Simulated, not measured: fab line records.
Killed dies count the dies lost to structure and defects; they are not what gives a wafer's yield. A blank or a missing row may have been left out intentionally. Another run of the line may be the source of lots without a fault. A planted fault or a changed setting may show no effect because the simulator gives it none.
A single fault, viewed from 2 desks / flow n5 finfet / what lay behind the numbers comes last; until then each desk has only its own

AT THE TOOL OWNER'S DESK: rie diel-02
The tool's own readings at N5_FIN_CUT_ETCH_20 (etches SiARC in CF4, target depth 26 nm, time 43.3 s): means of the sampled wafers that have a number, for each lot that ran on this tool. Marked OUT: a lot whose mean sits more than 4 standard deviations from the usual mean, which makes it out of limits; the brackets give that distance. Only the readings that lie furthest out on some lot appear, 7 of the 8 it has.
Columns: A = bias w at N5_FIN_CUT_ETCH_20, usual 36.01 W; B = drypump motor current A at N5_FIN_CUT_ETCH_20, usual 6.0 A; C = etch rf on time s at N5_FIN_CUT_ETCH_20, usual 43.3 s; D = mfc ar sccm at N5_FIN_CUT_ETCH_20, usual 100.0 sccm; E = oes product au at N5_FIN_CUT_ETCH_20, usual 0.65 a.u.; F = rf vpp V at N5_FIN_CUT_ETCH_20, usual 184.0 V; G = showerhead plenum p Torr at N5_FIN_CUT_ETCH_20, usual 2.14 Torr
lot=L900; first seen here=day 3 16:15; A=36.14; B=6.1; C=42.0; D=99.9; E=0.66; F=183.8; G=2.11
lot=L904; first seen here=day 4 16:10; A=35.96; B=6.5; C=43.7; D=100.0; E=0.66; F=183.2; G=2.12
lot=L908; first seen here=day 5 14:31; A=35.94; B=5.7; C=45.6; D=99.6; E=0.61; F=185.1; G=2.22
This desk found nothing out of limits on any of the 3 lots.

THE DEFECT DESK
What the inspections along the route counted, lot by lot: means of the sampled wafers that have a number. Marked OUT: a lot whose mean sits more than 4 standard deviations from the usual mean, which makes it out of limits; the brackets give that distance.
Columns: A = raw defect count at N5_FIN_CUT_INSPECT_10, usual 43; B = raw defect count at N5_FIN_CUT_INSPECT_17, usual 247
lot=L900; first seen here=day 3 16:10; A=47; B=265
lot=L903; first seen here=day 4 12:22; A=71; B=437
lot=L904; first seen here=day 4 16:05; A=41; B=226
lot=L905; first seen here=day 4 21:17; A=32; B=156
lot=L908; first seen here=day 5 14:20; A=55; B=636 (+5.2) OUT
lot=L911; first seen here=day 6 08:08; A=40; B=256
lot=L913; first seen here=day 6 21:13; A=47; B=267
lot=L915; first seen here=day 7 09:50; A=57; B=292
lot=L916; first seen here=day 7 15:12; A=36; B=208
lot=L917; first seen here=day 7 21:02; A=38; B=233
Finding of this desk: L908 out of limits; the first was L908 at day 5 15:22, on raw defect count at N5_FIN_CUT_INSPECT_17. L900, L903, L904, L905, L911, L913, L915, L916, L917 stayed within limits.

ALL TOGETHER
The defect desk could have raised an alarm at day 5 15:22, on L908.
The desk of the tool owner found nothing out of limits.
Tool owner's desk: L908 on record, inside its limits.
Of the lots named, all ran N5_FIN_CUT_ETCH_20 on rie diel-02.

WHAT THE SIMULATOR PUT IN
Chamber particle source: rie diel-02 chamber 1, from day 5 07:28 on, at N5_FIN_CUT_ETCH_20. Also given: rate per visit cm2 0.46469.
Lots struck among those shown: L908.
Hours from the fault's start to each desk's first reading out of limits: the defect desk, 8.
